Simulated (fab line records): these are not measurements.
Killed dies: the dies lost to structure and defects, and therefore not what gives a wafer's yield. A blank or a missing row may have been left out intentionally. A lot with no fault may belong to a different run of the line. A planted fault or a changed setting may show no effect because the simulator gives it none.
fab line records | flow nand-harc
record: lots: 6 wafers: 18 last-day: 30
route steps=1302 shown A_CHANNEL_HOLE_D2@601 A_CHANNEL_FILL_D2@610
lots that met no fault: from a run of the same line without faults
start-h: start of the lot's first displayed wafer, in hours after the record's first day | wait-h: time in hours since the lot's previous step | " as in the row above | L1.1+2: several wafers, shown together as one row | - no value present, or no start provided | * or withheld: withheld | < > ~ a bound
route shown NAME@n: a module of which the file shows steps, and the number in the route of the first | usual: average and standard deviation across the fault-free wafers | same: alike in all rows | chamber/n: place in a boat | sites: readings site by site | _std_site: standard deviation across them | _edge_site: mean of outer sites minus mean of inner sites | radius-mm: how far each site lies from the wafer's centre | mask NAME#n: copy n | behind: the most recent tool/chamber to have shaped the wafer | hold: why the lot went on hold/how many hours it stayed there/how the hold came to an end | device: which transistor (n, p or np) failed to switch | end of line: at the end of the route, the tests of the same wafers | for a step that has no rows: nothing shown but its recipe | killed: at the first sort, the dies lost to defects and structure; wafer yield is something else | map: per-die view of a wafer (x killed, . not killed, _ where there is no die)
set.NAME: setting as actually run; set.NAME@STEP: the setting as run at that earlier step | model.NAME: the simulator's own value behind a step, which no gauge read
lots at some steps of the route; a table a step, a row a wafer
services: when a tool's chamber went out of use (start-h, in hours from the record's first day, below 0 if earlier), for how many hours, and the reason
== steps ==
step: NHARC_A_CHANNEL_HOLE_D2_STRIP_42
recipe: cf4-flow-sccm: 100 chf3-flow-sccm: 30 ar-flow-sccm: 0 bias-w: 0 chemistry: CF4/CHF3
step: NHARC_A_CHANNEL_HOLE_D2_STRIP_43
recipe: o2-flow-sccm: 400 cos-flow-sccm: 20 ar-flow-sccm: 0 bias-w: 0 chemistry: O2/COS
step: NHARC_A_CHANNEL_HOLE_D2_ETCH_44
recipe: target-depth-a: 1400 overetch-a: 140 time-s: 77 ion-energy-ev: 100 cf4-flow-sccm: 80 o2-flow-sccm: 20 ar-flow-sccm: 0 rf-w: 300 bias-w: 100 chemistry: CF4/O2
step: NHARC_A_CHANNEL_HOLE_D2_STRIP_28
recipe: o2-flow-sccm: 500 ar-flow-sccm: 0 bias-w: 0 chemistry: O2
usual: drypump-motor-current-A: 6.0/0.47 oes-product-au: 0.999/0.0098 rf-vpp-V: 57.9/0.93 showerhead-plenum-p-Torr: 3.56/0.15 throttle-valve-pct: 17.037/0.0094
same: bias-w: 0
columns lot.wafer tool chamber start-h wait-h drypump-motor-current-A oes-product-au rf-hours-counter-h rf-vpp-V showerhead-plenum-p-Torr throttle-valve-pct
L817.3 rie-diel-13 0 - - 6.3 0.985 6.5 57.7 3.69 17.034
L817.5 " 1 " " 6.2 0.998 - 57.6 3.55 17.031
L817.6 " 2 " " 5.6 1.004 - 56.9 3.36 17.033
L818.3 rie-diel-13 1 - - 6.2 1.005 7.4 58.0 3.55 17.028
L818.4 " 3 " " 6.5 1.009 7.1 56.2 3.45 17.039
L818.6 " 1 " " 6.2 1.016 - 58.6 3.55 17.018
L830.3 rie-diel-13 0 - - 6.3 1.000 4.9 57.6 3.69 17.021
L830.2 " 1 " " 6.2 0.982 4.4 57.5 3.54 17.034
L830.1 " 3 " " 6.5 1.013 4.0 56.7 3.45 17.032
L832.3 rie-diel-13 0 - - 6.3 1.010 6.0 57.7 3.69 17.040
L832.6 " 0 " " 6.2 1.009 - 57.2 3.69 17.041
L832.5 " 1 " " 6.2 1.008 - 57.0 3.54 17.041
L833.2 rie-diel-05 1 - - 5.1 0.995 1.3 57.7 3.76 17.057
L833.5 " 0 " " 5.9 0.989 - 57.5 3.55 17.032
L833.6 " 1 " " 5.1 0.987 - 57.8 3.76 17.055
L834.4 rie-diel-13 1 - - 6.2 0.991 7.3 56.6 3.54 17.045
L834.1 " 0 " " 6.2 0.997 7.0 58.6 3.69 17.046
L834.5 " 1 " " 6.2 0.988 - 58.1 3.54 17.029
step: NHARC_A_CHANNEL_HOLE_D2_PRECLEAN_29
recipe: time-s: * temp-c: 50 bath-age-min: 0 chemistry: SC1
step: NHARC_A_CHANNEL_HOLE_D2_SRD_30
step: NHARC_A_CHANNEL_HOLE_D2_CD_MEAS_31
usual: cd-nm: 89.8/1.4
columns lot.wafer tool chamber start-h wait-h cd-nm
L817.3 cd-sem-03 - 295.58 - 89.6
L817.5 " - " " 89.2
L817.6 " - " " 88.5
L818.3 cd-sem-01 - 310.34 - 91.0
L818.4 " - " " 89.0
L818.6 " - " " 90.0
L830.1 cd-sem-01 - 411.84 - 88.7
L830.2 " - " " 87.3
L830.3 " - " " 88.6
L832.3 cd-sem-03 - 433.74 0.1 87.2
L832.5 " - " " 86.2
L832.6 " - " " 90.3
L833.2 cd-sem-02 - 459.99 - 90.0
L833.5 " - " " 89.5
L833.6 " - " " 91.0
L834.1 cd-sem-03 - 472.66 - 88.5
L834.4 " - " " 89.9
L834.5 " - " " 89.1
step: NHARC_A_CHANNEL_HOLE_D2_XSEM_32
recipe: landing-energy-ev: 35000
usual: bot-cd-nm: 74.0/1.4 bow-nm: 8.6/0.32 tilt-deg: 0.07/0.043
columns lot.wafer tool chamber start-h wait-h bot-cd-nm bow-nm tilt-deg
L817.3 xsem-02 0 295.67 0.1 73.2 8.3 0.09
L817.5 " 0 " " 73.4 8.4 0.08
L817.6 " 0 " " 72.7 8.4 0.08
L818.3 xsem-02 0 310.44 0.1 73.4 8.6 0.03
L818.4 " 0 " " 72.3 8.6 0.03
L818.6 " 0 " " 72.8 8.6 0.03
L830.1 xsem-01 0 411.93 0.1 73.8 8.7 0.06
L830.2 " 0 " " 71.7 8.7 0.06
L830.3 " 0 " " 73.4 8.7 0.06
L832.3 xsem-01 0 433.83 0.1 71.0 9.0 0.08
L832.5 " 0 " " 70.3 8.9 0.08
L832.6 " 0 " " 74.0 8.9 0.08
L833.2 xsem-02 0 460.08 0.1 74.3 8.7 0.04
L833.5 " 0 " " 74.0 8.7 0.04
L833.6 " 0 " " 75.5 8.7 0.04
L834.1 xsem-02 0 472.75 0.1 73.0 8.9 0.05
L834.4 " 0 " " 74.4 8.9 0.05
L834.5 " 0 " " 73.2 8.9 0.05
step: NHARC_A_CHANNEL_HOLE_D2_INSPECT_40
usual: raw-defect-count: 280/95
columns lot.wafer tool chamber start-h wait-h raw-defect-count
L817.3 defect-inspect-02 - 295.76 - 381
L817.5 " - " " 438
L817.6 " - " " 364
L818.3 defect-inspect-01 - 310.53 - 367
L818.4 " - " " 250
L818.6 " - " " 370
L830.1 defect-inspect-02 - 412.03 - 424
L830.2 " - " " 634
L830.3 " - " " 421
L832.3 defect-inspect-02 - 433.92 - 273
L832.5 " - " " 239
L832.6 " - " " 383
L833.2 defect-inspect-02 - 460.18 - 139
L833.5 " - " " 132
L833.6 " - " " 138
L834.1 defect-inspect-01 - 472.85 - 224
L834.4 " - " " 172
L834.5 " - " " 219
step: NHARC_A_CHANNEL_FILL_D2_PRECLEAN_00
recipe: time-s: * temp-c: 50 bath-age-min: 0 chemistry: SC1
step: NHARC_A_CHANNEL_FILL_D2_SRD_01
step: NHARC_A_CHANNEL_FILL_D2_ALD_02
recipe: target-thk-a: 60 pulse-time-s: 10 ald-cycles: 60 temp-c: 300 material: SiO2
usual: heater-power-w: 470/55 precursor-pulse-height-rel: 1.003/0.022 susceptor-temp-C: 299.98/0.2
columns lot.wafer tool chamber start-h wait-h heater-power-w precursor-pulse-height-rel susceptor-temp-C
L817.3 ald-hk-04 0 296.39 - 475 1.056 299.35
L817.5 " 1 " " 481 1.024 299.97
L817.6 " 2 " " 455 0.970 300.17
L818.4 ald-hk-02 3 310.72 - 382 1.025 300.21
L818.3 " 0 " " 501 1.038 300.14
L818.6 " 0 " " 502 0.991 299.84
L830.1 ald-hk-01 2 412.22 - 433 1.046 300.02
L830.2 " 3 " " 427 1.003 299.94
L830.3 " 1 " " 569 0.995 299.74
L832.3 ald-hk-01 1 434.33 - 569 1.025 299.82
L832.6 " 2 " " 430 1.034 299.88
L832.5 " 3 " " 421 1.014 300.00
L833.2 ald-hk-02 1 460.37 - 515 1.008 299.90
L833.5 " 1 " " 507 0.983 299.92
L833.6 " 2 " " 519 0.974 299.50
L834.4 ald-hk-02 2 473.04 - 536 1.025 300.13
L834.1 " 1 " " 514 1.000 299.89
L834.5 " 3 " " 376 0.980 299.99
step: NHARC_A_CHANNEL_FILL_D2_ALD_03
recipe: target-thk-a: 60 pulse-time-s: 60 ald-cycles: 58 temp-c: 630 pressure-torr: 2 material: SiNx
usual: precursor-pulse-height-rel: 1.000/0.023 susceptor-temp-C: 629.89/0.29
columns lot.wafer tool chamber start-h wait-h precursor-pulse-height-rel susceptor-temp-C
L817.3 ald-sin-batch-03 0 299.84 - 1.000 608.56
L817.5 " 0 " " 0.996 609.17
L817.6 " 0 " " 0.999 608.90
L818.3 ald-sin-batch-03 0 314.15 - 1.010 608.56
L818.4 " 0 " " 0.978 608.81
L818.6 " 0 " " 1.003 608.71
L830.1 ald-sin-batch-01 0 414.76 - 1.012 -
L830.2 " 0 " " 1.013 -
L830.3 " 0 " " 0.997 -
L832.3 ald-sin-batch-03 0 437.56 - 0.982 630.01
L832.5 " 0 " " 0.981 629.81
L832.6 " 0 " " 1.010 630.06
L833.2 ald-sin-batch-01 0 463.80 - 0.960 -
L833.5 " 0 " " 1.025 -
L833.6 " 0 " " 0.995 -
L834.1 ald-sin-batch-02 0 476.47 - 1.023 629.98
L834.4 " 0 " " 1.026 629.87
L834.5 " 0 " " 0.993 630.31
step: NHARC_A_CHANNEL_FILL_D2_ALD_14
recipe: target-thk-a: 25 pulse-time-s: 10 ald-cycles: 25 temp-c: 300 material: SiO2
usual: heater-power-w: 469/56 precursor-pulse-height-rel: 1.001/0.021 susceptor-temp-C: 299.99/0.19
columns lot.wafer tool chamber start-h wait-h heater-power-w precursor-pulse-height-rel susceptor-temp-C
L817.3 ald-hk-02 0 304.26 0.9 491 0.993 300.05
L817.5 " 1 " " 523 0.989 299.68
L817.6 " 2 " " 524 0.998 300.12
L818.4 ald-hk-01 2 317.82 0.1 437 0.981 299.92
L818.3 " 0 " " 380 1.022 299.87
L818.6 " 1 " " 566 1.034 300.06
L830.2 ald-hk-02 2 418.56 0.3 537 1.029 299.61
L830.3 " 3 " " 377 0.991 300.02
L830.1 " 0 " " 498 1.018 299.72
L832.3 ald-hk-01 0 441.12 0.0 374 0.989 299.77
L832.5 " 0 " " 384 0.989 299.82
L832.6 " 1 " " 554 0.989 300.06
L833.2 ald-hk-02 1 467.39 0.1 521 0.972 300.27
L833.6 " 0 " " 500 1.017 299.99
L833.5 " 1 " " 514 1.041 299.97
L834.4 ald-hk-01 2 480.14 0.1 429 1.008 300.20
L834.1 " 3 " " 418 1.018 300.18
L834.5 " 2 " " 443 1.007 300.34
step: NHARC_A_CHANNEL_FILL_D2_ALD_15
recipe: target-thk-a: 20 pulse-time-s: 60 ald-cycles: 19 temp-c: 630 pressure-torr: 2 material: SiNx
usual: precursor-pulse-height-rel: 0.999/0.02 susceptor-temp-C: 629.9/0.3
columns lot.wafer tool chamber start-h wait-h precursor-pulse-height-rel susceptor-temp-C
L817.3 ald-sin-batch-02 0 307.27 - 1.006 629.9
L817.5 " 0 " " 1.004 630.0
L817.6 " 0 " " 0.992 630.0
L818.3 ald-sin-batch-03 0 320.91 - 0.985 -
L818.4 " 0 " " 0.998 -
L818.6 " 0 " " 1.010 -
L830.1 ald-sin-batch-02 0 421.42 - 0.998 629.8
L830.2 " 0 " " 1.040 629.6
L830.3 " 0 " " 0.997 629.7
L832.3 ald-sin-batch-01 0 444.25 - 1.030 -
L832.5 " 0 " " 0.988 -
L832.6 " 0 " " 0.997 -
L833.2 ald-sin-batch-01 0 470.47 - 0.993 630.0
L833.5 " 0 " " 0.967 629.3
L833.6 " 0 " " 1.010 629.8
L834.1 ald-sin-batch-01 0 483.21 - 0.997 -
L834.4 " 0 " " 0.982 -
L834.5 " 0 " " 1.018 -
step: NHARC_A_CHANNEL_FILL_D2_ALD_16
recipe: target-thk-a: 15 pulse-time-s: 10 ald-cycles: 15 temp-c: 300 material: SiO2
usual: heater-power-w: 471/52 precursor-pulse-height-rel: 0.999/0.02 susceptor-temp-C: 299.99/0.19
columns lot.wafer tool chamber start-h wait-h heater-power-w precursor-pulse-height-rel susceptor-temp-C
L817.3 ald-hk-02 2 309.43 0.1 534 1.008 299.69
L817.6 " 3 " " 393 1.008 300.08
L817.5 " 0 " " 503 0.947 300.07
L818.4 ald-hk-01 3 323.52 0.6 434 0.985 300.18
L818.3 " 1 " " 567 1.018 300.06
L818.6 " 0 " " 374 0.996 300.36
L830.3 ald-hk-04 0 423.80 0.4 468 0.956 300.07
L830.1 " 1 " " 503 1.002 299.89
L830.2 " 2 " " 455 1.020 300.01
L832.3 ald-hk-02 3 448.52 2.3 383 0.967 300.14
L832.6 " 1 " " 511 1.020 299.51
L832.5 " 2 " " 541 1.004 300.23
L833.2 ald-hk-02 3 472.75 0.3 386 1.002 299.85
L833.5 " 3 " " 371 1.012 299.86
L833.6 " 0 " " 495 0.984 300.00
L834.1 ald-hk-04 0 485.44 0.3 466 1.006 299.64
L834.4 " 1 " " 504 1.003 299.66
L834.5 " 3 " " 463 0.994 300.29
== services ==
columns tool chamber start-h hours kind
ald-hk-04 - 271.32 0.8 repair
ald-hk-01 - 303.25 10.0 pm
ald-hk-01 0 303.25 10.0 vent-cycle
ald-hk-01 1 303.25 10.0 vent-cycle
ald-hk-01 2 303.25 10.0 vent-cycle
ald-hk-01 3 303.25 10.0 vent-cycle
ald-hk-01 0 313.25 - clean
ald-hk-01 1 313.25 - clean
rie-diel-13 3 333.51 26.8 repair
rie-diel-13 - 342.00 9.0 pm
ald-hk-02 0 351.26 10.0 vent-cycle
ald-hk-02 3 351.26 10.0 vent-cycle
ald-hk-02 0 361.26 - clean
ald-hk-02 1 361.26 - clean
ald-hk-02 2 361.26 - clean
ald-hk-02 3 361.26 - clean
xsem-01 - 374.00 14.0 pm
rie-diel-05 - 407.28 9.0 pm
ald-sin-batch-03 - 408.55 15.4 repair
xsem-02 - 445.29 0.8 repair
rie-diel-13 - 452.52 4.7 repair
rie-diel-05 3 469.33 1.5 repair
rie-diel-05 1 472.53 2.1 repair
ald-hk-01 - 481.25 10.0 pm
== key ==
first-sign: step: NHARC_A_CHANNEL_FILL_D2_ALD_03 reading: susceptor-temp-C direction: down sigmas: 72 usual: * struck: *
effect none on later readings
met-at NHARC_A_CHANNEL_FILL_D2_ALD_03,NHARC_A_CHANNEL_FILL_D2_ALD_15
struck-wafers L817.3,L817.5,L817.6,L818.3,L818.4,L818.6
tester-left-out L817,L818
fault: kind: process-parameter-drift tool: ald-sin-batch-03 chamber: - onset-h: 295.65 steps: NHARC_A_CHANNEL_FILL_D1_ALD_03,NHARC_A_CHANNEL_FILL_D1_ALD_15,NHARC_A_CHANNEL_FILL_D2_ALD_03,NHARC_A_CHANNEL_FILL_D2_ALD_15 channel: temp-c offset: * shape: step end-h: 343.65 stated: *
tester-left-out: of these lots the tester's yield and bins aren't shown, on N5 and GAA mostly nor the transistor test; their killed dies are dies lost to structure and defects alone, not to doping, threshold or leakage, so they don't give the yield
